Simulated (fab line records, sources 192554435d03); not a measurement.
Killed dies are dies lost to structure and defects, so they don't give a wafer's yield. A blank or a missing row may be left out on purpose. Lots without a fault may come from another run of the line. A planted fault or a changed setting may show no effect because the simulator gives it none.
A struck lot beside a sound one | flow n5_finfet | 16 steps out of a route of 1938
Sound: wafers L538.1, L538.4, L538.6. Struck: wafer L533.2. (L533.5, L533.6 of the same lot were not struck and are left out.) The cause comes at the end.
At each step with rows: each side's tool, then ch and its chambers, then its first start. Under that, the readings that differ: sound wafers | struck wafers | difference of the means | sigmas: that difference in standard deviations of wafers without a fault.
alike: readings whose means differ by less than 2 such deviations, and words and numbers that are the same on both sides. not compared: withheld readings, readings that some wafer has no value for, bounds like >300 that may hide the same value, and numbers for which the record gives no deviation and whose values overlap.
The two part at a step that has a row with sigmas, a row that says differs or no value, or rows on one side only. Numbers that don't overlap but have no deviation are shown without sigmas and don't part them. A reading that every wafer of one side lacks parts them only if that side has two wafers or more.

N5_BEOL_M0_SAQP_STRIP_75: strips in CF4.
  sound on rie_diel-02 ch 0,2,3, day 9 14:52; struck on rie_diel-02 ch 3, day 8 03:20
  alike: cf4_flow_sccm, drypump_motor_current_A, oes_product_au, rf_vpp_V, showerhead_plenum_p_Torr, throttle_valve_pct
  not compared: rf_hours_counter_h
then, 7 steps without rows for these wafers: N5_BEOL_M0_CUTY_COAT_50 (time 60 s, resist thk 15 nm); N5_BEOL_M0_CUTY_COAT_51 (resist thk 150 nm); N5_BEOL_M0_CUTY_EBR_52; N5_BEOL_M0_CUTY_SOFTBAKE_53 (time 60 s); N5_BEOL_M0_CUTY_EXPOSE_54 (exposes mask M0 ABLK); N5_BEOL_M0_CUTY_PEB_55 (peb time 60 s); N5_BEOL_M0_CUTY_DEVELOP_56 (develop time 30 s).
N5_BEOL_M0_CUTY_CD_MEAS_57: target cd 200 nm.
  sound on cd_sem-02 ch 0, day 9 15:08; struck on cd_sem-01 ch 0, day 8 03:37
  alike: cd_nm
N5_BEOL_M0_CUTY_OVL_MEAS_58:
  sound on overlay-02 ch 0, day 9 15:10; struck on overlay-01 ch 0, day 8 03:38
  alike: M0_ABLK_OVL
N5_BEOL_M0_CUTY_INSPECT_59: inspects for defects (macro).
  sound on defect_inspect-01, day 9 15:12; struck on defect_inspect-02, day 8 03:40
  alike: raw_defect_count
N5_BEOL_M0_CUTY_DESCUM_61: chemistry O2, time 7.9 s.
  sound on rie_diel-01 ch 1,2, day 9 15:14; struck on rie_diel-05 ch 3, day 8 03:42
  reading               | sound          | struck | difference | sigmas
  oes_product_au (a.u.) | 0.84 0.69 0.70 | 0.95   | +0.21      | +2
  alike: drypump_motor_current_A, rf_vpp_V, showerhead_plenum_p_Torr, throttle_valve_pct
  not compared: rf_hours_counter_h
N5_BEOL_M0_CUTY_ETCH_62: etches SiARC in CF4, time 58.5 s.
  sound on rie_diel-01 ch 1,2, day 9 15:16; struck on rie_diel-05 ch 3, day 8 03:44
  reading               | sound          | struck | difference | sigmas
  etch_rf_on_time_s (s) | 57.0 60.3 59.8 | 42.1   | -16.9      | -12
  oes_product_au (a.u.) | 0.70 0.59 0.59 | 1.00   | +0.37      | +5
  alike: cf4_flow_sccm, drypump_motor_current_A, rf_vpp_V, showerhead_plenum_p_Torr, throttle_valve_pct
  not compared: rf_hours_counter_h
N5_BEOL_M0_CUTY_ETCH_63: etches SOC in N2/H2, target depth 82.7 nm, overetch 16.5 nm, time 124 s.
  sound on rie_diel-01 ch 1,2, day 9 15:19; struck on rie_diel-05 ch 3, day 8 03:47
  reading               | sound          | struck | difference | sigmas
  oes_product_au (a.u.) | 0.66 0.58 0.58 | 0.79   | +0.18      | +3
  alike: drypump_motor_current_A, rf_vpp_V, showerhead_plenum_p_Torr, throttle_valve_pct
  not compared: rf_hours_counter_h
-- the record jumps here: 5 days lie between the struck wafers' starts before and after (it left off in module BEOL_M0_CUTY and takes up again in module BEOL_M4, whose first step shown is number 1111 of the route) --
N5_BEOL_M4_RC_MEAS_101:
  sound on prober-02 ch 0, day 13 21:53; struck on prober-02 ch 0, day 13 03:47
  reading        | sound          | struck | difference | sigmas
  IOFF_P (nA/um) | 0.30 0.28 0.25 | 0.18   | -0.10      | -3
  VT_P (mV)      | -244 -244 -246 | -253   | -8         | -2
  alike: DIBL_N, DIBL_P, IOFF_N, ION_N, ION_P, SS_N, SS_P, VT_N
-- the record jumps here: 5 days lie between the struck wafers' starts before and after (it left off in module BEOL_M4 and takes up again in module PASSIVATION, whose first step shown is number 1936 of the route) --
N5_PASSIVATION_PROBE_49:
  the record has rows for the struck wafers here (prober-02, day 17 22:43) and none for the sound ones

WHERE THEY PART
First at N5_BEOL_M0_CUTY_DESCUM_61; last, within this record, at N5_PASSIVATION_PROBE_49.

WHY: what the simulator had put in
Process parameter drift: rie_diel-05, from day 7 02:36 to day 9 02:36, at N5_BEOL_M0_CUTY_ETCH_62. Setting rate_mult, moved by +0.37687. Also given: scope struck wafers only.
